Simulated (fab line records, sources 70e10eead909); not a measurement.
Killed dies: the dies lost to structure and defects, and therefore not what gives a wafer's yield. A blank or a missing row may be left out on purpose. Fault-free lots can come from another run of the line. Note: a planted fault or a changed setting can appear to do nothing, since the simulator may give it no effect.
Problem report in the 8D (eight disciplines) form, filled by code ; flow nand harc ; the parts of the form that need people (team, actions taken, sign-off) are left out

## 1. WHAT IS WRONG
Wafers without a fault read 0.1 nm, standard deviation 0.8; overlay x nm at NHARC_A_M1_OVL_MEAS_10 reads a mean of 14.1 nm on 5 wafers belonging to 2 lots. Relative to the usual mean, that is a shift of +18 standard deviations.
The step: pitch 240 nm.
Seen first at day 29 13:38 on overlay-01, wafer L640.1. At this step, 38 wafers from 13 lots have a number in the record. The rule behind "out" and "out of limits": a value lying over 4 standard deviations away from the usual mean. The rest of the wafers with a number are treated as sound.

## 2. WHAT IT IS, WHAT IT ISN'T
question;is;is not
which readings at this step;overlay x nm;overlay y nm
which lots;L639, L640;L623, L625, L627, L629, L630, L632, L634, L635, L636, L642, L643
which wafers of those lots;all that have a number;-
read on which gauges;overlay-01;overlay-02
when;from day 29 13:38;"up to then (27 sound wafers); but 6 sound wafers of L642, L643 came after"

## 3. WHAT RULES OUT EACH SUSPECT
Counting: a tool at any process step up to the reading remains a suspect when it ran all the lots that are out and ran no sound lot after the first of those.
- the gauge at NHARC_A_M1_OVL_MEAS_10: kept. All the wafers that are out were read on overlay-01, and no step on other tools shows them out.
- arfi scanner-01 at NHARC_A_M1_EXPOSE_06 (exposes mask A M1, target cd 120 nm): kept. All lots that are out passed through it, beginning with L640 at day 29 13:25, and no sound lot followed; its final sound lot before that point was L634 at day 27 22:49.
What counting leaves: arfi scanner-01 at NHARC_A_M1_EXPOSE_06 and overlay-01 at NHARC_A_M1_OVL_MEAS_10.

## 4. THE CAUSE (what the simulator had put in)
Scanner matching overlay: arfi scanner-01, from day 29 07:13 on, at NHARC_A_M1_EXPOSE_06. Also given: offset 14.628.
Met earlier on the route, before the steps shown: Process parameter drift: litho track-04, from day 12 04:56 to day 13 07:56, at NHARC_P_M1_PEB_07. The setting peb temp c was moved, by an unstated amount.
Counting leaves 2 suspects; this tool is one of them.

## 5. THE CHAIN OF EFFECTS, in route order
One row per reading whose mean, taken over the struck wafers that have a number, lies over 3 standard deviations from the usual. Only readings whose record carries a usual standard deviation are examined. hours: median over the lots of the time between each lot's start at the first step of this table that gives one and its start at this step. sigmas: the change, counted in usual standard deviations.
hours;step;reading;usual;on struck wafers;change;sigmas
0;NHARC_A_M1_OVL_MEAS_10;overlay x nm;0.1 nm;14.1;+14.0;+18

## 6. HOW IT WOULD HAVE BEEN CAUGHT EARLIER
In this record the first reading out of limits at a measuring or inspecting step was taken at day 29 13:38, 6 hours after the fault began at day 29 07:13.
No tool reading at NHARC_A_M1_EXPOSE_06 that has a usual standard deviation in the record was out on any struck wafer, so an alarm limit of 4 standard deviations on those readings would not have fired.
L639, from the lots that are out (2), started NHARC_A_M1_EXPOSE_06 on arfi scanner-01 later than day 29 13:38. Holding the tool at that time would have saved it.
